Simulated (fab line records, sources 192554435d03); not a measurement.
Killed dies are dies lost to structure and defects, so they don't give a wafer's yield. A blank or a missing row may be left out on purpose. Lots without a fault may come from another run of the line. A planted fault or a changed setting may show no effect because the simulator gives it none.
Split-lot experiment | flow n5_finfet | 7 lots, 39 wafers read, on a route of 1938 steps

THE SPLIT
At N5_BEOL_M9_ILD_DEP_00 (deposits SiCOH lowk from DEMS/porogen, target thk 308.51 nm, time 58 s), the setting time_s was moved away from the recipe's 58 s on 18 of the 39 wafers read, by -44.9% to +46.2%. The other wafers ran this setting at the recipe's value.

FROM THE SPLIT TO THE READING: what the file shows between them, 1 step
- N5_BEOL_M9_CURE_71: cures SiCOH lowk, time 240 s

THE READING
M9_ILD_THK, in nm, at N5_BEOL_M9_THK_MEAS_01. Fault-free wafers of this fab line usually give 267 nm, standard deviation 5 nm.

wafer  | tool, chamber at the split | time_s as run, s | against the recipe | M9_ILD_THK, nm | against lot-mates on the recipe
L074.1 | pecvd-02, 0                | 58               | recipe             | 261            | -
L074.2 | pecvd-02, 1                | 58               | recipe             | 263            | -
L074.3 | pecvd-02, 2                | 84.8             | +46.2%             | 387            | +123
L074.4 | pecvd-02, 1                | 58               | recipe             | 269            | -
L074.5 | pecvd-02, 0                | 84.8             | +46.2%             | 393            | +129
L074.6 | pecvd-02, 2                | 84.8             | +46.2%             | 392            | +128
L075.1 | pecvd-04, 1                | 58               | recipe             | 261            | -
L075.2 | pecvd-04, 0                | 31.97            | -44.9%             | 148            | -118
L075.3 | pecvd-04, 2                | 31.97            | -44.9%             | 149            | -117
L075.4 | pecvd-04, 1                | 58               | recipe             | 265            | -
L075.5 | pecvd-04, 2                | 58               | recipe             | 272            | -
L075.6 | pecvd-04, 0                | 31.97            | -44.9%             | 154            | -112
L078.1 | pecvd-04, 2                | 69.22            | +19.3%             | 318            | +54
L078.2 | pecvd-04, 0                | 69.22            | +19.3%             | 322            | +58
L078.3 | pecvd-04, 1                | 58               | recipe             | 259            | -
L078.4 | pecvd-04, 1                | 58               | recipe             | 263            | -
L078.5 | pecvd-04, 0                | 69.22            | +19.3%             | 324            | +60
L078.6 | pecvd-04, 2                | 58               | recipe             | 270            | -
L081.1 | pecvd-01, 2                | 84.72            | +46.1%             | 386            | +119
L081.2 | pecvd-01, 1                | 84.72            | +46.1%             | 387            | +120
L081.3 | pecvd-01, 0                | 58               | recipe             | 264            | -
L081.4 | pecvd-01, 1                | 58               | recipe             | 266            | -
L081.5 | pecvd-01, 2                | 84.72            | +46.1%             | 394            | +127
L081.6 | pecvd-01, 0                | 58               | recipe             | 270            | -
L080.1 | pecvd-02, 0                | 73.49            | +26.7%             | 337            | +66
L080.2 | pecvd-02, 1                | 58               | recipe             | 266            | -
L080.3 | pecvd-02, 2                | 58               | recipe             | 272            | -
L080.4 | pecvd-02, 1                | 58               | recipe             | 274            | -
L080.5 | pecvd-02, 0                | 73.49            | +26.7%             | 343            | +72
L080.6 | pecvd-02, 2                | 73.49            | +26.7%             | 343            | +72
L086.1 | pecvd-01, 0                | 32.95            | -43.2%             | 149            | -120
L086.2 | pecvd-01, 1                | 32.95            | -43.2%             | 153            | -116
L086.3 | pecvd-01, 2                | 58               | recipe             | 268            | -
L086.4 | pecvd-01, 2                | 58               | recipe             | 271            | -
L086.5 | pecvd-01, 0                | 58               | recipe             | 267            | -
L086.6 | pecvd-01, 1                | 32.95            | -43.2%             | 154            | -115
L091.1 | pecvd-02, 0                | 58               | recipe             | 266            | -
L091.4 | pecvd-02, 0                | 58               | recipe             | 269            | -
L091.6 | pecvd-02, 2                | 58               | recipe             | 266            | -

THE FIT
A straight line over all 39 wafers: M9_ILD_THK changes by +2.66 nm for each +1% of time_s; r = +1.00; the points scatter about the line by 3.8 nm.
The same after taking each lot's own level away (the mean of its wafers on the recipe; 39 wafers): +2.67 nm for each +1%; r = +1.00; scatter 3.8 nm.
On that fit, the largest move of time_s shifts the reading by 1.2e+02 nm.
The lots' own levels span 264.0 to 270.7 nm, that is 1.3 times the standard deviation above.
So the lot-to-lot level changes the slope little: the two slopes agree.
Check: with one of the wafers moved furthest among these (+46.2%) left out of the fit, the line predicts +124 nm for it against its lot-mates. It came out at +123 nm against them.

OTHER SPLITS ON THESE WAFERS
These wafers also went through other splits before the reading. Each is held against what the fit with the lots' levels taken away leaves over:
other split on the same wafers    | wafers away from the commonest value | r with M9_ILD_THK (lot level and that fit taken away)
N5_HKMG_FIN_ETCH_55 time_s        | 15                                   | -0.16
N5_BEOL_M0_CUTY_DESCUM_61 time_s  | 15                                   | +0.05
N5_BEOL_M5_HM_DEP_02 target_thk_a | 15                                   | +0.13

THE WHOLE CHAIN: every reading that the file lists as answering this split, in the file's order
step                   | what it does                                                           | reading                                                                                  | change (the file's fit)              | r (the file's)
N5_BEOL_M9_ILD_DEP_00  | deposits SiCOH lowk from DEMS/porogen, target thk 308.51 nm, time 58 s | SiCOH_lowk_of_BEOL_M9_ILD_DEP_00.thk_nm (the simulator's own value, which no gauge read) | +3.03 nm for each +1% of the setting | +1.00
N5_BEOL_M9_CURE_71     | cures SiCOH lowk, time 240 s                                           | SiCOH_lowk_of_BEOL_M9_ILD_DEP_00.thk_nm (the simulator's own value, which no gauge read) | +2.68 nm for each +1% of the setting | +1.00
N5_BEOL_M9_THK_MEAS_01 |                                                                        | M9_ILD_THK                                                                               | +2.68 for each +1% of the setting    | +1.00

THE FILE'S OWN FIT
M9_ILD_THK changes by +2.68 nm for each +1% of time_s, r = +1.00.
